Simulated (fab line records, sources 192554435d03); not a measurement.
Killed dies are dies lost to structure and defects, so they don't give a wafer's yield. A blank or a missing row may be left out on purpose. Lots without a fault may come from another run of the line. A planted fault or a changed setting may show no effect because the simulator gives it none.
fab line records | flow n5_finfet
record lots=14 wafers=42 last_day=17
route steps=1938 shown BEOL_M1@830 BEOL_M2@852
lots that met no fault: from a run of the same line without faults
start_h: hours from the record's first day to the start of the lot's first wafer shown | wait_h: hours since the lot's step before | " the same as in the row above | L1.1+2: a row that stands for several wafers | - no value, or no start given | * or withheld: withheld | < > ~ a bound
route shown NAME@n: a module of which the file shows steps, and the number in the route of the first | usual: mean/standard deviation of fault-free wafers | same: alike in all rows | chamber/n: place in a boat | sites: the reading at each site | _std_site: their standard deviation | _edge_site: outer sites' mean less inner sites' | radius_mm: how far each site lies from the wafer's centre | mask NAME#n: copy n | behind: the tool/chamber that last shaped the wafer | hold: why the lot was held/for how many hours/how that ended | device: the transistor (n, p or np) that didn't switch | end of line: the same wafers' tests at the end of the route | a step without rows: its recipe alone | killed: dies lost to structure and defects at the first sort, not the wafer's yield | map: a wafer's dies, x killed, . not, _ none there
set.NAME: the setting as run; set.NAME@STEP: as run at that earlier step | model.NAME: the simulator's own value behind a step, which no gauge read
steps of the route over a sample of lots; a table a step, a row a wafer
services: from which hour (start_h, from the record's first day; less than 0 if before it) a tool's chamber was out of use, for how many hours, and why
## steps
# step N5_BEOL_M1_SPUTTER_96
# recipe material=Cu target_thk_a=45 temp_c=-20 chamber_pressure_pa=0.07 power_w=withheld time_s=8.29
# usual throttle_valve_pct=29.8/1.1
# columns lot.wafer tool chamber start_h wait_h throttle_valve_pct
L305.1 pvd_sputter-01 - 127.55 0.1 30.5
L305.3 " - " " 30.3
L305.6 " - " " 30.5
L306.1 pvd_sputter-01 - 143.78 0.1 28.1
L306.4 " - " " 30.4
L306.5 " - " " 28.1
L308.2 pvd_sputter-02 - 155.44 0.1 30.3
L308.3 " - " " 29.4
L308.6 " - " " 30.5
L307.4 pvd_sputter-03 - 156.65 0.0 30.0
L307.5 " - " " 27.8
L307.6 " - " " 29.2
L309.1 pvd_sputter-02 - 158.20 0.1 28.8
L309.5 " - " " 29.9
L309.6 " - " " 29.9
L310.1 pvd_sputter-03 - 159.11 0.1 30.1
L310.4 " - " " 28.9
L310.5 " - " " 27.3
L317.2 pvd_sputter-03 - 205.78 0.1 29.1
L317.3 " - " " 30.0
L317.6 " - " " 30.1
L319.4 pvd_sputter-01 - 212.69 0.1 31.6
L319.5 " - " " 30.6
L319.6 " - " " 30.3
L322.2 pvd_sputter-03 - 236.60 0.1 29.5
L322.4 " - " " 29.2
L322.6 " - " " 30.4
L323.1 pvd_sputter-01 - 237.99 0.1 27.9
L323.2 " - " " 31.9
L323.3 " - " " 30.4
L325.1 pvd_sputter-02 - 244.46 0.1 29.7
L325.4 " - " " 30.2
L325.5 " - " " 30.0
L326.2 pvd_sputter-02 - 253.45 0.1 30.2
L326.5 " - " " 29.0
L326.6 " - " " 30.1
L327.2 pvd_sputter-03 - 266.01 0.1 30.1
L327.4 " - " " 29.0
L327.5 " - " " 29.3
L328.3 pvd_sputter-01 - 269.43 0.1 28.0
L328.4 " - " " 30.3
L328.5 " - " " 30.1
# step N5_BEOL_M1_INSPECT_59
# recipe inspect_instrument=darkfield mode=post_dep
# usual raw_defect_count=75/23
# columns lot.wafer tool chamber start_h wait_h raw_defect_count
L305.1 defect_inspect-02 - 128.72 0.0 134
L305.3 " - " " 72
L305.6 " - " " 57
L306.1 defect_inspect-02 - 144.89 0.0 98
L306.4 " - " " 72
L306.5 " - " " 75
L308.2 defect_inspect-01 - 156.65 0.0 96
L308.3 " - " " 107
L308.6 " - " " 70
L307.4 defect_inspect-02 - 157.88 0.0 87
L307.5 " - " " 81
L307.6 " - " " 67
L309.1 defect_inspect-01 - 159.28 0.0 80
L309.5 " - " " 51
L309.6 " - " " 72
L310.1 defect_inspect-01 - 160.20 0.0 82
L310.4 " - " " 143
L310.5 " - " " 103
L317.2 defect_inspect-02 - 206.90 0.0 62
L317.3 " - " " 51
L317.6 " - " " 87
L319.4 defect_inspect-01 - 213.80 0.0 153
L319.5 " - " " 76
L319.6 " - " " 47
L322.2 defect_inspect-01 - 237.68 0.0 89
L322.4 " - " " 110
L322.6 " - " " 62
L323.1 defect_inspect-02 - 239.12 0.0 111
L323.2 " - " " 97
L323.3 " - " " 111
L325.1 defect_inspect-02 - 245.89 0.0 40
L325.4 " - " " 39
L325.5 " - " " 71
L326.2 defect_inspect-02 - 254.53 0.0 50
L326.5 " - " " 50
L326.6 " - " " 42
L327.2 defect_inspect-01 - 267.09 0.0 94
L327.4 " - " " 114
L327.5 " - " " 60
L328.3 defect_inspect-01 - 270.51 0.0 69
L328.4 " - " " 101
L328.5 " - " " 77
# step N5_BEOL_M2_PEB_09
# recipe peb_temp_c=100 peb_time_s=60 resist=CAR-EUV
# usual chill_plate_temp_C=22.98/0.1 exhaust_pa=44.9/0.9
# columns lot.wafer tool chamber start_h wait_h chill_plate_temp_C exhaust_pa
L305.1 litho_track-01 0 131.98 0.1 22.90 45.3
L305.3 " 0 " " 22.84 45.3
L305.6 " 0 " " 22.92 42.7
L306.1 litho_track-03 0 148.17 0.1 23.15 44.7
L306.4 " 0 " " 23.14 43.7
L306.5 " 0 " " 23.01 44.3
L308.2 litho_track-03 0 157.54 0.1 22.82 44.8
L308.3 " 0 " " 22.91 45.1
L308.6 " 0 " " 22.90 44.6
L307.4 litho_track-05 0 159.75 0.0 22.99 44.6
L307.5 " 0 " " 22.97 45.2
L307.6 " 0 " " 23.13 44.8
L309.1 litho_track-05 0 160.38 0.1 23.09 45.8
L309.5 " 0 " " 23.13 45.4
L309.6 " 0 " " 23.12 44.6
L310.1 litho_track-01 0 161.04 0.1 22.99 44.1
L310.4 " 0 " " 23.08 43.9
L310.5 " 0 " " 22.96 44.2
L317.2 litho_track-01 - 209.90 0.1 - -
L317.3 " - " " - -
L317.6 " - " " - -
L319.4 litho_track-05 - 214.98 0.0 - -
L319.5 " - " " - -
L319.6 " - " " - -
L322.2 litho_track-01 0 238.48 0.1 23.03 44.8
L322.4 " 0 " " 22.90 44.9
L322.6 " 0 " " 22.92 45.9
L323.1 litho_track-05 0 241.41 0.1 23.01 44.7
L323.2 " 0 " " 22.99 43.8
L323.3 " 0 " " 23.16 43.9
L325.1 litho_track-05 0 247.59 0.1 23.02 45.0
L325.4 " 0 " " 22.95 44.0
L325.5 " 0 " " 22.89 45.8
L326.2 litho_track-05 0 257.22 0.1 23.04 44.6
L326.5 " 0 " " 23.09 45.3
L326.6 " 0 " " 22.86 44.7
L327.2 litho_track-05 0 268.04 0.1 22.76 45.7
L327.4 " 0 " " 22.79 44.2
L327.5 " 0 " " 22.83 44.8
L328.3 litho_track-03 0 271.49 0.0 22.93 45.4
L328.4 " 0 " " 22.95 42.7
L328.5 " 0 " " 22.93 44.0
# step N5_BEOL_M2_ETCH_63
# recipe chemistry=CF4 target=SiARC target_depth_a=156 mask_material=CAR-EUV time_s=26 ion_energy_ev=80 pressure_mtorr=40 source_w=545 bias_w=36 Ar_flow_sccm=100 cf4_flow_sccm=100 ends=cleared
# usual drypump_motor_current_A=5.6/0.41 etch_rf_on_time_s=26.1/0.77 oes_product_au=0.66/0.069 rf_vpp_V=183.7/1.2 showerhead_plenum_p_Torr=2.11/0.048 throttle_valve_pct=15.65/0.15
# columns lot.wafer tool chamber start_h wait_h drypump_motor_current_A etch_rf_on_time_s oes_product_au rf_hours_counter_h rf_vpp_V showerhead_plenum_p_Torr throttle_valve_pct
L305.1 rie_diel-04 3 132.22 0.0 5.5 24.7 0.69 105 181.9 2.09 15.68
L305.3 " 1 " " 5.1 26.1 0.66 134 182.5 2.07 15.87
L305.6 " 0 " " 6.1 26.3 0.62 - 185.2 2.20 15.57
L306.1 rie_diel-04 1 148.45 0.0 5.1 25.8 0.65 139 182.1 2.07 15.89
L306.4 " 3 " " 5.5 24.8 0.69 110 183.0 2.09 15.67
L306.5 " 3 " " 5.5 24.7 0.69 - 183.3 2.09 15.68
L308.2 rie_diel-02 0 157.78 0.0 5.9 26.7 0.61 224 184.9 2.21 15.65
L308.3 " 2 " " 4.8 26.9 0.64 171 186.6 2.19 15.44
L308.6 " 1 " " 5.7 26.0 0.62 - 181.4 2.04 15.49
L307.4 rie_diel-06 1 160.00 0.0 6.2 26.0 0.78 - 182.8 2.09 15.70
L307.5 " 0 " " 5.7 25.8 0.57 - 183.6 2.10 15.71
L307.6 " 3 " " 5.5 26.4 0.74 - 183.9 2.11 15.54
L309.1 rie_diel-06 0 160.62 0.0 5.7 26.2 0.56 251 182.6 2.10 15.70
L309.5 " 3 " " 5.5 26.2 0.74 - 182.1 2.11 15.53
L309.6 " 0 " " 5.7 26.1 0.57 - 184.3 2.10 15.71
L310.1 rie_diel-02 3 161.28 0.0 5.2 24.1 0.77 43 184.4 2.10 15.70
L310.4 " 0 " " 5.9 26.6 0.61 225 184.2 2.21 15.67
L310.5 " 1 " " 5.7 25.7 0.62 - 183.2 2.04 15.50
L317.2 rie_diel-06 2 210.14 0.0 5.5 27.5 0.61 187 184.6 2.12 15.83
L317.3 " 0 " " 5.7 24.9 0.83 7 183.6 2.09 15.23
L317.6 " 0 " " 5.7 24.8 0.83 - 183.4 2.09 15.25
L319.4 rie_diel-06 2 215.22 0.0 5.5 27.5 0.62 189 183.3 2.12 15.84
L319.5 " 1 " " 6.2 26.2 0.75 - 184.0 2.09 15.75
L319.6 " 2 " " 5.5 27.7 0.62 - 184.0 2.12 15.86
L322.2 rie_diel-02 2 238.72 0.0 4.8 26.3 0.62 201 184.9 2.18 15.49
L322.4 " 0 " " 5.9 26.3 0.60 249 184.7 2.20 15.71
L322.6 " 3 " " 5.2 24.8 0.73 - 183.0 2.09 15.75
L323.1 rie_diel-02 1 241.77 0.0 5.7 25.9 0.60 222 183.4 2.03 15.55
L323.2 " 3 " " 5.2 25.1 0.72 70 182.0 2.09 15.75
L323.3 " 2 " " 4.8 26.7 0.62 202 185.6 2.18 15.52
L325.1 rie_diel-02 1 248.07 0.0 5.6 26.0 0.59 224 181.9 2.03 15.54
L325.4 " 3 " " 5.2 25.0 0.72 - 183.5 2.09 15.76
L325.5 " 1 " " 5.7 25.9 0.60 - 182.6 2.03 15.57
L326.2 rie_diel-02 3 257.72 0.0 5.2 25.1 0.71 77 182.5 2.09 15.76
L326.5 " 2 " " 4.8 26.7 0.61 - 184.4 2.17 15.51
L326.6 " 1 " " 5.6 26.1 0.59 - 183.3 2.03 15.56
L327.2 rie_diel-06 2 268.28 0.0 5.5 27.7 0.60 211 183.2 2.11 15.89
L327.4 " 3 " " 5.5 26.1 0.69 99 183.9 2.09 15.63
L327.5 " 1 " " 6.2 26.4 0.71 - 183.9 2.08 15.79
L328.3 rie_diel-06 0 271.73 0.0 5.7 25.2 0.78 26 184.1 2.09 15.30
L328.4 " 2 " " 5.5 27.7 0.60 212 183.4 2.11 15.89
L328.5 " 1 " " 6.2 26.2 0.72 - 182.3 2.08 15.78
## services
# columns tool chamber start_h hours kind
pvd_sputter-01 - 108.92 5.7 repair
rie_diel-06 2 148.52 29.0 repair
litho_track-03 - 157.79 - consumable_replace:filter
pvd_sputter-01 - 166.67 1.7 repair
rie_diel-02 3 166.84 4.9 repair
rie_diel-02 - 177.25 2.8 pm
rie_diel-06 0 177.60 - clean
rie_diel-06 0 177.60 - consumable_replace:focus_ring
rie_diel-06 0 177.60 13.5 scheduled_down
rie_diel-06 0 177.60 13.5 vent_cycle
rie_diel-04 2 179.58 5.0 repair
rie_diel-02 0 197.42 3.8 repair
rie_diel-02 0 240.73 - clean
rie_diel-02 0 240.73 - consumable_replace:focus_ring
rie_diel-06 0 247.66 11.7 repair
litho_track-01 - 249.46 - consumable_replace:filter
## key
first_sign step=N5_BEOL_M2_PEB_09 reading=tool_record direction=missing
effect none on later readings
met_at N5_BEOL_M2_PEB_09
struck_lots L317,L319
later_rows_left_out L317.2,L317.3,L317.6,L319.4,L319.5,L319.6
sort_left_out L317.2,L317.3,L317.6,L319.4,L319.5,L319.6
not_acting_at N5_BEOL_M1_SPUTTER_96,N5_BEOL_M1_INSPECT_59,N5_BEOL_M2_ETCH_63
onset_between 161.04 209.90
fault kind=skipped_step_whole tool=litho_track-01,litho_track-05 chamber=- onset_h=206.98 steps=N5_BEOL_M2_PEB_09 scope=struck_lots_only
# sort_left_out: the simulated sort isn't trusted on such a fault, so these wafers' sort isn't shown, and their yield isn't known
# later_rows_left_out: the simulator's readings of these wafers behind a module that went badly wrong aren't trusted and aren't shown, but for the sort
